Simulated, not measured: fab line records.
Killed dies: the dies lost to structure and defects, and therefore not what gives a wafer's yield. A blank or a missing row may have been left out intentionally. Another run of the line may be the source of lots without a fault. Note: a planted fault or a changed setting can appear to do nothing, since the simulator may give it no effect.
fab line records -- flow n5-finfet -- part 1 of 2: steps 1 to 24 of 38
[record] lots = 5, wafers = 15, last-day = 17
route steps=1938 shown BEOL_M13@1712 BEOL_M14@1716
lots with no fault: from the same line, run without faults
start-h: hours from the record's first day to the start of the lot's first wafer shown -- wait-h: hours from the lot's prior step to this one -- " the same as in the row above -- L1.1+2: one row covering several wafers at once -- - no value, or no start given -- * or withheld: withheld -- < > ~ a bound
route shown NAME@n: a module of which the file shows steps, and the number in the route of the first -- usual: average and standard deviation across the fault-free wafers -- same: alike in all rows -- chamber/n: place in a boat -- sites: readings site by site -- _std_site: the values' standard deviation -- _edge_site: outer sites' mean less inner sites' -- radius-mm: how far each site lies from the wafer's centre -- mask NAME#n: copy n -- behind: the tool/chamber that last shaped the wafer -- hold: why the lot went on hold/how many hours it stayed there/how the hold came to an end -- device: the transistor (n, p or np) that didn't switch -- end of line: the same wafers' tests at the end of the route -- where a step has no rows: the recipe by itself -- killed: dies lost to structure and defects at the first sort, not the wafer's yield -- map: a wafer's dies, marking killed ones x, the rest . and places with no die _
set.NAME: the setting as run; set.NAME@STEP: as run at that earlier step -- model.NAME: the simulator's own value behind a step, which no gauge read
lots at some steps of the route; a table a step, a row a wafer
services: the hour from which a tool's chamber was out of use, counted from the record's first day as start-h (under 0 if before that day), plus the number of hours and why
[[steps]]
[step N5_BEOL_M13_PRE_CLEAN_52]
[recipe] gas = NH3, time-s = 15, temp-c = withheld, rf-power-w = 300
lot.wafer,tool,chamber,start-h,wait-h
L074.1+3+6,pecvd-01,"2,1,1",254.54,0.0
L076.4+5+6,pecvd-03,"1,0,2",268.42,0.0
L081.1+5+6,pecvd-03,"1,0,2",278.98,0.0
L094.2+3+4,pecvd-03,"1,0,0",364.63,0.0
L097.1+4+5,pecvd-01,"0,2,1",376.47,0.0
[step N5_BEOL_M13_DEP_53]
[recipe] material = SiCN, target-thk-a = 500, temp-c = withheld, precursor = 3MS/NH3, pressure-torr = 3, rf-w = 675, time-s = 17.8
[usual] chamber-pressure-Torr = 2.999/0.0067, showerhead-plenum-p-Torr = 4.157/0.021, throttle-valve-pct = 17.7/0.73
lot.wafer,tool,chamber,start-h,wait-h,chamber-pressure-Torr,showerhead-plenum-p-Torr,throttle-valve-pct
L074.1,pecvd-01,2,254.57,0.0,3.001,4.135,17.4
L074.3,pecvd-01,1,254.57,0.0,2.998,4.099,20.3
L074.6,pecvd-01,1,254.57,0.0,2.994,4.095,19.9
L076.4,pecvd-03,1,268.45,0.0,2.992,4.163,17.8
L076.5,pecvd-03,0,268.45,0.0,2.997,4.153,17.7
L076.6,pecvd-03,2,268.45,0.0,3.018,4.162,16.7
L081.1,pecvd-03,1,279.00,0.0,3.007,4.157,17.4
L081.5,pecvd-03,0,279.00,0.0,2.994,4.155,17.6
L081.6,pecvd-03,2,279.00,0.0,2.990,4.168,17.0
L094.2,pecvd-03,1,364.66,0.0,3.007,4.154,17.4
L094.3,pecvd-03,0,364.66,0.0,2.997,4.153,17.5
L094.4,pecvd-03,0,364.66,0.0,3.009,4.157,17.6
L097.1,pecvd-01,0,376.50,0.0,3.005,4.137,17.9
L097.4,pecvd-01,2,376.50,0.0,3.009,4.127,18.2
L097.5,pecvd-01,1,376.50,0.0,3.004,4.088,20.1
[step N5_BEOL_M13_RS_MEAS_54]
[recipe] thk-meas-gauge = four-point-probe, reads = Cu_of_BEOL_M13_ECD_47+Ta_of_BEOL_M13_SPUTTER_44+TaN_of_BEOL_M13_SPUTTER_43
[usual] M13_RS = 0.0453/0.0006
lot.wafer,tool,chamber,start-h,wait-h,M13_RS[ohm/sq]
L074.1,film-metro-01,-,254.63,0.0,0.0451
L074.3,film-metro-01,-,254.63,0.0,0.0439
L074.6,film-metro-01,-,254.63,0.0,0.0444
L076.4,film-metro-01,-,268.50,0.0,0.0456
L076.5,film-metro-01,-,268.50,0.0,0.0452
L076.6,film-metro-01,-,268.50,0.0,0.0455
L081.1,film-metro-02,-,279.07,0.0,0.0442
L081.5,film-metro-02,-,279.07,0.0,0.0454
L081.6,film-metro-02,-,279.07,0.0,0.0443
L094.2,film-metro-02,-,364.73,0.1,0.0453
L094.3,film-metro-02,-,364.73,0.1,0.0456
L094.4,film-metro-02,-,364.73,0.1,0.0455
L097.1,film-metro-02,-,376.56,0.0,0.0457
L097.4,film-metro-02,-,376.56,0.0,0.0456
L097.5,film-metro-02,-,376.56,0.0,0.0458
[step N5_BEOL_M13_INSPECT_55]
[recipe] inspect-instrument = darkfield, mode = post-dep
[usual] raw-defect-count = 72/25
lot.wafer,tool,chamber,start-h,wait-h,raw-defect-count
L074.1,defect-inspect-02,-,254.66,0.0,114
L074.3,defect-inspect-02,-,254.66,0.0,81
L074.6,defect-inspect-02,-,254.66,0.0,56
L076.4,defect-inspect-02,-,268.53,0.0,83
L076.5,defect-inspect-02,-,268.53,0.0,56
L076.6,defect-inspect-02,-,268.53,0.0,48
L081.1,defect-inspect-02,-,279.10,0.0,83
L081.5,defect-inspect-02,-,279.10,0.0,71
L081.6,defect-inspect-02,-,279.10,0.0,60
L094.2,defect-inspect-01,-,364.75,0.0,50
L094.3,defect-inspect-01,-,364.75,0.0,64
L094.4,defect-inspect-01,-,364.75,0.0,56
L097.1,defect-inspect-02,-,376.59,0.0,79
L097.4,defect-inspect-02,-,376.59,0.0,96
L097.5,defect-inspect-02,-,376.59,0.0,100
[step N5_BEOL_M14_ILD_DEP_00]
[recipe] material = SiO2, target-thk-a = 11193, temp-c = 400, precursor = TEOS/O2, pressure-torr = 6.5, rf-w = 900, teos-flow-sccm = 161.4, gas = O2, flow-sccm = 2650, time-s = 237.4
[usual] chamber-pressure-Torr = 6.501/0.015, heater-power-outer-w = 299/70, heater-power-w = 560/80, showerhead-plenum-p-Torr = 8.344/0.028, throttle-valve-pct = 18.4/0.75
lot.wafer,tool,chamber,start-h,wait-h,chamber-pressure-Torr,heater-power-outer-w,heater-power-w,showerhead-plenum-p-Torr,throttle-valve-pct
L074.1,pecvd-02,2,254.70,0.0,6.485,288,544,8.347,18.1
L074.3,pecvd-02,1,254.70,0.0,6.509,215,496,8.331,18.5
L074.6,pecvd-02,0,254.70,0.0,6.503,334,613,8.342,20.2
L076.4,pecvd-04,2,268.64,0.1,6.491,304,555,8.301,17.7
L076.5,pecvd-04,1,268.64,0.1,6.510,251,466,8.377,18.8
L076.6,pecvd-04,0,268.64,0.1,6.509,350,645,8.363,18.9
L081.1,pecvd-04,2,279.13,0.0,6.473,404,664,8.290,17.7
L081.5,pecvd-04,1,279.13,0.0,6.509,329,552,8.385,19.2
L081.6,pecvd-04,0,279.13,0.0,6.507,356,630,8.361,18.7
L094.2,pecvd-02,1,364.79,0.0,6.517,150,404,8.339,18.3
L094.3,pecvd-02,2,364.79,0.0,6.496,301,550,8.344,18.3
L094.4,pecvd-02,0,364.79,0.0,6.511,255,516,8.347,20.2
L097.1,pecvd-04,0,376.63,0.0,6.494,294,578,8.380,18.5
L097.4,pecvd-04,1,376.63,0.0,6.488,344,576,8.374,19.1
L097.5,pecvd-04,0,376.63,0.0,6.484,343,623,8.369,18.8
[step N5_BEOL_M14_THK_MEAS_01]
[recipe] reads = SiO2_of_BEOL_M14_ILD_DEP_00
[usual] M14_ILD_THK = 1121/17
lot.wafer,tool,chamber,start-h,wait-h,M14_ILD_THK[nm]
L074.1,film-metro-01,-,254.89,0.1,1086
L074.3,film-metro-01,-,254.89,0.1,1127
L074.6,film-metro-01,-,254.89,0.1,1111
L076.4,film-metro-01,-,268.76,0.0,1141
L076.5,film-metro-01,-,268.76,0.0,1143
L076.6,film-metro-01,-,268.76,0.0,1135
L081.1,film-metro-02,-,279.32,0.1,1110
L081.5,film-metro-02,-,279.32,0.1,1129
L081.6,film-metro-02,-,279.32,0.1,1124
L094.2,film-metro-01,-,364.98,0.1,1110
L094.3,film-metro-01,-,364.98,0.1,1094
L094.4,film-metro-01,-,364.98,0.1,1110
L097.1,film-metro-01,-,376.82,0.1,1094
L097.4,film-metro-01,-,376.82,0.1,1138
L097.5,film-metro-01,-,376.82,0.1,1096
[step N5_BEOL_M14_COAT_58]
[recipe] resist = BARC, temp-c = 205, time-s = 60, spin-rpm = 1500, resist-thk-nm = 89
lot.wafer,tool,chamber,start-h,wait-h
L074.1+3+6,litho-track-04,0,254.92,0.0
L076.4+5+6,litho-track-04,0,268.79,0.0
L081.1+5+6,litho-track-01,0,279.35,0.0
L094.2+3+4,litho-track-01,0,365.01,0.0
L097.1+4+5,litho-track-04,0,376.85,0.0
[step N5_BEOL_M14_COAT_04]
[recipe] spin-rpm = 1704, resist-thk-nm = 800
lot.wafer,tool,chamber,start-h,wait-h
L074.1+3+6,litho-track-04,0,-,-
L076.4+5+6,litho-track-04,0,-,-
L081.1+5+6,litho-track-01,0,-,-
L094.2+3+4,litho-track-01,0,-,-
L097.1+4+5,litho-track-04,0,-,-
[step N5_BEOL_M14_EBR_06]
[recipe] solvent = PGMEA, ebr-width-mm = 1.5
lot.wafer,tool,chamber,start-h,wait-h
L074.1+3+6,litho-track-04,0,-,-
L076.4+5+6,litho-track-04,0,-,-
L081.1+5+6,litho-track-01,0,-,-
L094.2+3+4,litho-track-01,0,-,-
L097.1+4+5,litho-track-04,0,-,-
[step N5_BEOL_M14_SOFTBAKE_05]
[recipe] temp-c = 130, time-s = 60
lot.wafer,tool,chamber,start-h,wait-h
L074.1+3+6,litho-track-04,0,-,-
L076.4+5+6,litho-track-04,0,-,-
L081.1+5+6,litho-track-01,0,-,-
L094.2+3+4,litho-track-01,0,-,-
L097.1+4+5,litho-track-04,0,-,-
[step N5_BEOL_M14_EXPOSE_07]
[recipe] mask-id = V13, na = 0.8, source-shape = annular, sigma-inner = 0.5, sigma-outer = 0.8, polarization = unpolarized, attpsm-phase-deg = 180, dose-mj = 57
lot.wafer,tool,chamber,start-h,wait-h,mask
L074.1+3+6,krf-scanner-02,0,255.02,-,V13#0
L076.4+5+6,krf-scanner-02,0,269.03,-,V13#0
L081.1+5+6,krf-scanner-02,0,279.45,-,V13#0
L094.2+3+4,krf-scanner-01,0,365.24,-,V13#0
L097.1+4+5,krf-scanner-01,0,376.95,-,V13#0
[step N5_BEOL_M14_PEB_08]
[recipe] peb-temp-c = 130, peb-time-s = 90
lot.wafer,tool,chamber,start-h,wait-h
L074.1+3+6,litho-track-01,0,255.08,0.1
L076.4+5+6,litho-track-01,0,269.07,0.0
L081.1+5+6,litho-track-01,0,279.51,0.1
L094.2+3+4,litho-track-04,0,365.29,0.0
L097.1+4+5,litho-track-01,0,377.01,0.1
[step N5_BEOL_M14_DEVELOP_09]
[recipe] develop-time-s = 45, rinse-liquid = diw, dry = air-spin, dev-temp-c = 21
[usual] developer-temp-C = 20.97/0.093
lot.wafer,tool,chamber,start-h,wait-h,developer-temp-C
L074.1,litho-track-01,0,-,-,20.99
L074.3,litho-track-01,0,-,-,21.11
L074.6,litho-track-01,0,-,-,21.00
L076.4,litho-track-01,0,-,-,20.89
L076.5,litho-track-01,0,-,-,21.05
L076.6,litho-track-01,0,-,-,20.99
L081.1,litho-track-01,0,-,-,20.87
L081.5,litho-track-01,0,-,-,20.93
L081.6,litho-track-01,0,-,-,20.97
L094.2,litho-track-04,0,-,-,20.93
L094.3,litho-track-04,0,-,-,21.12
L094.4,litho-track-04,0,-,-,21.01
L097.1,litho-track-01,0,-,-,21.05
L097.4,litho-track-01,0,-,-,20.93
L097.5,litho-track-01,0,-,-,20.89
[step N5_BEOL_M14_HARDBAKE_14]
[recipe] temp-c = 130, time-s = 120
lot.wafer,tool,chamber,start-h,wait-h
L074.1+3+6,litho-track-01,0,-,-
L076.4+5+6,litho-track-01,0,-,-
L081.1+5+6,litho-track-01,0,-,-
L094.2+3+4,litho-track-04,0,-,-
L097.1+4+5,litho-track-01,0,-,-
[step N5_BEOL_M14_CD_MEAS_10]
[recipe] target-cd-nm = 250, landing-energy-ev = 500, detector = se-inlens, polarity = opening
[usual] cd-nm = 249.4/1.4
lot.wafer,tool,chamber,start-h,wait-h,cd-nm
L074.1,cd-sem-02,0,255.19,-,250.7
L074.3,cd-sem-02,0,255.19,-,249.5
L074.6,cd-sem-02,0,255.19,-,248.2
L076.4,cd-sem-01,0,269.19,-,251.1
L076.5,cd-sem-01,0,269.19,-,252.0
L076.6,cd-sem-01,0,269.19,-,249.0
L081.1,cd-sem-03,0,279.63,-,247.1
L081.5,cd-sem-03,0,279.63,-,249.5
L081.6,cd-sem-03,0,279.63,-,249.7
L094.2,cd-sem-02,0,365.41,-,249.4
L094.3,cd-sem-02,0,365.41,-,248.9
L094.4,cd-sem-02,0,365.41,-,250.4
L097.1,cd-sem-01,0,377.12,-,246.5
L097.4,cd-sem-01,0,377.12,-,248.7
L097.5,cd-sem-01,0,377.12,-,249.7
[step N5_BEOL_M14_OVL_MEAS_11]
[recipe] points-per-wafer = 44
[usual] V13_OVL = -3/5.1
lot.wafer,tool,chamber,start-h,wait-h,V13_OVL[nm]
L074.1,overlay-02,0,255.22,0.0,-6
L074.3,overlay-02,0,255.22,0.0,-13
L074.6,overlay-02,0,255.22,0.0,-9
L076.4,overlay-02,0,269.22,0.0,1
L076.5,overlay-02,0,269.22,0.0,-1
L076.6,overlay-02,0,269.22,0.0,2
L081.1,overlay-02,0,279.66,0.0,-1
L081.5,overlay-02,0,279.66,0.0,2
L081.6,overlay-02,0,279.66,0.0,1
L094.2,overlay-01,0,365.44,0.0,-1
L094.3,overlay-01,0,365.44,0.0,-8
L094.4,overlay-01,0,365.44,0.0,2
L097.1,overlay-02,0,377.15,0.0,-2
L097.4,overlay-02,0,377.15,0.0,-5
L097.5,overlay-02,0,377.15,0.0,-10
[step N5_BEOL_M14_INSPECT_12]
[recipe] mode = adi, inspect-instrument = macro
[usual] raw-defect-count = 2.1/1.4
lot.wafer,tool,chamber,start-h,wait-h,raw-defect-count
L074.1,defect-inspect-02,-,255.25,0.0,6
L074.3,defect-inspect-02,-,255.25,0.0,2
L074.6,defect-inspect-02,-,255.25,0.0,1
L076.4,defect-inspect-02,-,269.24,0.0,0
L076.5,defect-inspect-02,-,269.24,0.0,0
L076.6,defect-inspect-02,-,269.24,0.0,1
L081.1,defect-inspect-01,-,279.68,0.0,0
L081.5,defect-inspect-01,-,279.68,0.0,2
L081.6,defect-inspect-01,-,279.68,0.0,2
L094.2,defect-inspect-01,-,365.46,0.0,3
L094.3,defect-inspect-01,-,365.46,0.0,3
L094.4,defect-inspect-01,-,365.46,0.0,0
L097.1,defect-inspect-02,-,377.18,0.0,2
L097.4,defect-inspect-02,-,377.18,0.0,2
L097.5,defect-inspect-02,-,377.18,0.0,2
[step N5_BEOL_M14_DESCUM_15]
[recipe] chemistry = O2, time-s = 7.9, source-power-w = 50, bias-power-w = 20, pressure-mtorr = 20, rf-frequency-hz = 2.712e+07, temp-c = 40, o2-flow-sccm = 225
[usual] drypump-motor-current-A = 5.7/0.38, oes-product-au = 0.80/0.087, rf-vpp-V = 243.4/1.3, showerhead-plenum-p-Torr = 2.10/0.067, throttle-valve-pct = 20.36/0.23
lot.wafer,tool,chamber,start-h,wait-h,drypump-motor-current-A,oes-product-au,rf-hours-counter-h,rf-vpp-V,showerhead-plenum-p-Torr,throttle-valve-pct
L074.1,rie-diel-05,1,255.28,0.0,5.5,0.71,224,242.5,2.05,20.74
L074.3,rie-diel-05,0,255.28,0.0,5.5,0.79,93,246.0,2.21,20.15
L074.6,rie-diel-05,1,255.28,0.0,5.5,0.71,-,243.3,2.05,20.76
L076.4,rie-diel-05,0,269.29,0.0,5.5,0.79,-,245.2,2.20,20.18
L076.5,rie-diel-05,1,269.29,0.0,5.5,0.71,-,240.9,2.05,20.76
L076.6,rie-diel-05,3,269.29,0.0,5.6,0.70,-,242.2,2.06,20.54
L081.1,rie-diel-05,1,279.82,0.1,5.5,0.71,235,242.4,2.05,20.76
L081.5,rie-diel-05,0,279.82,0.1,5.5,0.78,-,244.9,2.20,20.18
L081.6,rie-diel-05,3,279.82,0.1,5.6,0.69,-,243.9,2.06,20.56
L094.2,rie-diel-01,1,365.85,0.4,5.6,0.81,106,242.7,2.09,20.02
L094.3,rie-diel-01,3,365.85,0.4,5.2,0.78,124,242.0,2.03,20.65
L094.4,rie-diel-01,2,365.85,0.4,5.8,0.91,40,242.8,2.03,20.53
L097.1,rie-diel-05,0,377.51,0.3,5.5,0.74,146,243.8,2.19,20.26
L097.4,rie-diel-05,0,377.51,0.3,5.5,0.74,-,244.2,2.19,20.24
L097.5,rie-diel-05,3,377.51,0.3,5.6,0.66,-,242.8,2.05,20.62
[step N5_BEOL_M14_ETCH_59]
[recipe] chemistry = N2/H2, target = BARC, target-depth-a = 890, overetch-a = 267, time-s = 67.9, ion-energy-ev = 200, pressure-mtorr = 30, source-w = 840, bias-w = 150, n2-flow-sccm = 200, h2-flow-sccm = 200
[usual] drypump-motor-current-A = 5.7/0.38, oes-product-au = 0.68/0.069, rf-vpp-V = 524.3/2.3, showerhead-plenum-p-Torr = 2.56/0.082, throttle-valve-pct = 17.83/0.26
lot.wafer,tool,chamber,start-h,wait-h,drypump-motor-current-A,oes-product-au,rf-hours-counter-h,rf-vpp-V,showerhead-plenum-p-Torr,throttle-valve-pct
L074.1,rie-diel-05,1,255.32,0.0,5.5,0.61,224,522.9,2.50,18.27
L074.3,rie-diel-05,0,255.32,0.0,5.5,0.68,93,527.3,2.66,17.46
L074.6,rie-diel-05,1,255.32,0.0,5.5,0.61,-,523.7,2.50,18.27
L076.4,rie-diel-05,0,269.34,0.0,5.5,0.67,-,526.9,2.66,17.46
L076.5,rie-diel-05,1,269.34,0.0,5.5,0.61,-,521.8,2.50,18.28
L076.6,rie-diel-05,3,269.34,0.0,5.5,0.60,-,522.8,2.51,18.05
L081.1,rie-diel-05,1,279.85,0.0,5.5,0.61,235,523.4,2.50,18.28
L081.5,rie-diel-05,0,279.85,0.0,5.5,0.67,-,526.9,2.66,17.48
L081.6,rie-diel-05,3,279.85,0.0,5.6,0.59,-,522.8,2.51,18.07
L094.2,rie-diel-01,1,365.89,0.0,5.6,0.68,106,524.7,2.56,17.68
L094.3,rie-diel-01,3,365.89,0.0,5.2,0.65,124,522.2,2.45,17.93
L094.4,rie-diel-01,2,365.89,0.0,5.8,0.76,40,523.3,2.50,18.16
L097.1,rie-diel-05,0,377.55,0.0,5.6,0.64,146,525.8,2.64,17.55
L097.4,rie-diel-05,0,377.55,0.0,5.5,0.63,-,524.7,2.64,17.54
L097.5,rie-diel-05,3,377.55,0.0,5.6,0.57,-,522.2,2.49,18.15
[step N5_BEOL_M14_VIA_ETCH_16]
[recipe] chemistry = C4F8/O2/Ar, target = SiO2, he-inner-torr = 15, he-outer-torr = 30, target-depth-a = 12313, time-s = withheld, ion-energy-ev = 800, pressure-mtorr = 20, source-w = 1905, bias-w = 2040, Ar_flow_sccm = 400, C4F8_flow_sccm = 16, O2_flow_sccm = 12, ends = cleared
[usual] drypump-motor-current-A = 5.7/0.38, oes-product-au = 0.72/0.075, rf-vpp-V = 2231/31, showerhead-plenum-p-Torr = 3.45/0.095, throttle-valve-pct = 30.8/0.34
lot.wafer,tool,chamber,start-h,wait-h,drypump-motor-current-A,oes-product-au,rf-vpp-V,showerhead-plenum-p-Torr,throttle-valve-pct
L074.1,rie-diel-05,1,255.37,0.0,5.5,0.63,2217,3.42,31.4
L074.3,rie-diel-05,0,255.37,0.0,5.5,0.71,2256,3.57,30.3
L074.6,rie-diel-05,1,255.37,0.0,5.5,0.65,2216,3.42,31.4
L076.4,rie-diel-05,0,269.45,0.1,5.6,0.69,2255,3.57,30.3
L076.5,rie-diel-05,1,269.45,0.1,5.5,0.64,2216,3.41,31.4
L076.6,rie-diel-05,3,269.45,0.1,5.6,0.63,2180,3.43,31.2
L081.1,rie-diel-05,1,279.90,0.0,5.5,0.64,2215,3.41,31.4
L081.5,rie-diel-05,0,279.90,0.0,5.6,0.70,2254,3.56,30.3
L081.6,rie-diel-05,3,279.90,0.0,5.6,0.63,2179,3.42,31.2
L094.2,rie-diel-01,1,365.94,0.0,5.6,0.74,2216,3.44,30.5
L094.3,rie-diel-01,3,365.94,0.0,5.2,0.69,2259,3.32,31.1
L094.4,rie-diel-01,2,365.94,0.0,5.8,0.81,2223,3.34,31.0
L097.1,rie-diel-05,0,377.60,0.0,5.5,0.66,2252,3.54,30.4
L097.4,rie-diel-05,0,377.60,0.0,5.5,0.67,2252,3.54,30.4
L097.5,rie-diel-05,3,377.60,0.0,5.6,0.60,2176,3.40,31.2
[step N5_BEOL_M14_STRIP_63]
[recipe] chemistry = O2, power-w = 600, temp-c = 60, pressure-mtorr = 30, rf-frequency-hz = 6e+07, bias-power-w = 0, overash-fraction = 0.3, o2-flow-sccm = 225
[usual] drypump-motor-current-A = 5.7/0.38, oes-product-au = 0.80/0.087, rf-vpp-V = 3.7/0.95, showerhead-plenum-p-Torr = 2.11/0.067, throttle-valve-pct = 16.61/0.23
lot.wafer,tool,chamber,start-h,wait-h,drypump-motor-current-A,oes-product-au,rf-hours-counter-h,rf-vpp-V,showerhead-plenum-p-Torr,throttle-valve-pct
L074.1,rie-diel-05,1,-,-,5.5,0.71,224,3.3,2.05,17.07
L074.3,rie-diel-05,0,-,-,5.5,0.80,93,4.1,2.21,16.40
L074.6,rie-diel-05,1,-,-,5.5,0.70,-,2.0,2.05,17.04
L076.4,rie-diel-05,0,-,-,5.5,0.79,-,4.9,2.21,16.39
L076.5,rie-diel-05,1,-,-,5.5,0.70,-,3.9,2.05,17.05
L076.6,rie-diel-05,3,-,-,5.6,0.70,-,3.8,2.07,16.82
L081.1,rie-diel-05,1,-,-,5.5,0.71,235,5.2,2.05,17.05
L081.5,rie-diel-05,0,-,-,5.5,0.78,-,3.1,2.21,16.39
L081.6,rie-diel-05,3,-,-,5.6,0.69,-,3.4,2.07,16.83
L094.2,rie-diel-01,1,-,-,5.6,0.81,106,4.6,2.10,16.31
L094.3,rie-diel-01,3,-,-,5.2,0.77,124,3.4,2.03,16.86
L094.4,rie-diel-01,2,-,-,5.8,0.91,40,4.0,2.04,16.74
L097.1,rie-diel-05,0,-,-,5.5,0.73,146,4.1,2.19,16.49
L097.4,rie-diel-05,0,-,-,5.5,0.74,-,2.7,2.19,16.48
L097.5,rie-diel-05,3,-,-,5.6,0.66,-,4.3,2.05,16.89
[step N5_BEOL_M14_STRIP_64]
[recipe] chemistry = O2, power-w = 600, temp-c = 60, pressure-mtorr = 30, rf-frequency-hz = 6e+07, bias-power-w = 0, overash-fraction = 0.3, o2-flow-sccm = 225
[usual] drypump-motor-current-A = 5.7/0.38, oes-product-au = 0.80/0.087, rf-vpp-V = 3.7/0.48, showerhead-plenum-p-Torr = 2.11/0.067, throttle-valve-pct = 16.62/0.24
lot.wafer,tool,chamber,start-h,wait-h,drypump-motor-current-A,oes-product-au,rf-hours-counter-h,rf-vpp-V,showerhead-plenum-p-Torr,throttle-valve-pct
L074.1,rie-diel-05,1,-,-,5.5,0.71,224,3.5,2.05,17.06
L074.3,rie-diel-05,0,-,-,5.5,0.80,93,4.0,2.21,16.39
L074.6,rie-diel-05,1,-,-,5.5,0.72,-,3.2,2.05,17.07
L076.4,rie-diel-05,0,-,-,5.5,0.79,-,2.9,2.21,16.40
L076.5,rie-diel-05,1,-,-,5.5,0.71,-,4.1,2.05,17.07
L076.6,rie-diel-05,3,-,-,5.5,0.69,-,3.6,2.07,16.82
L081.1,rie-diel-05,1,-,-,5.5,0.71,235,3.2,2.05,17.09
L081.5,rie-diel-05,0,-,-,5.5,0.78,-,3.3,2.21,16.41
L081.6,rie-diel-05,3,-,-,5.6,0.70,-,3.3,2.07,16.82
L094.2,rie-diel-01,1,-,-,5.6,0.82,106,3.8,2.09,16.32
L094.3,rie-diel-01,3,-,-,5.2,0.79,124,4.0,2.03,16.89
L094.4,rie-diel-01,2,-,-,5.8,0.90,40,4.4,2.04,16.75
L097.1,rie-diel-05,0,-,-,5.5,0.74,146,4.0,2.19,16.50
L097.4,rie-diel-05,0,-,-,5.5,0.74,-,3.4,2.19,16.49
L097.5,rie-diel-05,3,-,-,5.6,0.66,-,4.1,2.05,16.91
[step N5_BEOL_M14_STRIP_71]
[recipe] chemistry = post-etch-residue-remover, time-s = 60, temp-c = 25, remover-ph = withheld, remover-water-wt-pct = withheld, remover-fluoride-wt-pct = withheld
lot.wafer,tool,chamber,start-h,wait-h
L074.1+3+6,wet-bench-03,"7,3,0",255.66,-
L076.4+5+6,wet-bench-04,"4,7,2",269.65,-
L081.1+5+6,wet-bench-06,"6,5,1",280.19,-
L094.2+3+4,wet-bench-06,"4,0,5",366.23,-
L097.1+4+5,wet-bench-03,"2,4,5",377.90,-
[step N5_BEOL_M14_SRD_72]
[recipe] time-s = 30, temp-c = 23, rinse-liquid = diw, dry = n2-spin, spin-rpm = 1500, dry-time-s = 30
[same] dry-time-s = 30
lot.wafer,tool,chamber,start-h,wait-h
L074.1+3+6,wet-bench-03,"7,3,0",255.68,0.0
L076.4+5+6,wet-bench-04,"4,7,2",269.67,0.0
L081.1+5+6,wet-bench-06,"6,5,1",280.21,0.0
L094.2+3+4,wet-bench-06,"4,0,5",366.25,0.0
L097.1+4+5,wet-bench-03,"2,4,5",377.92,0.0
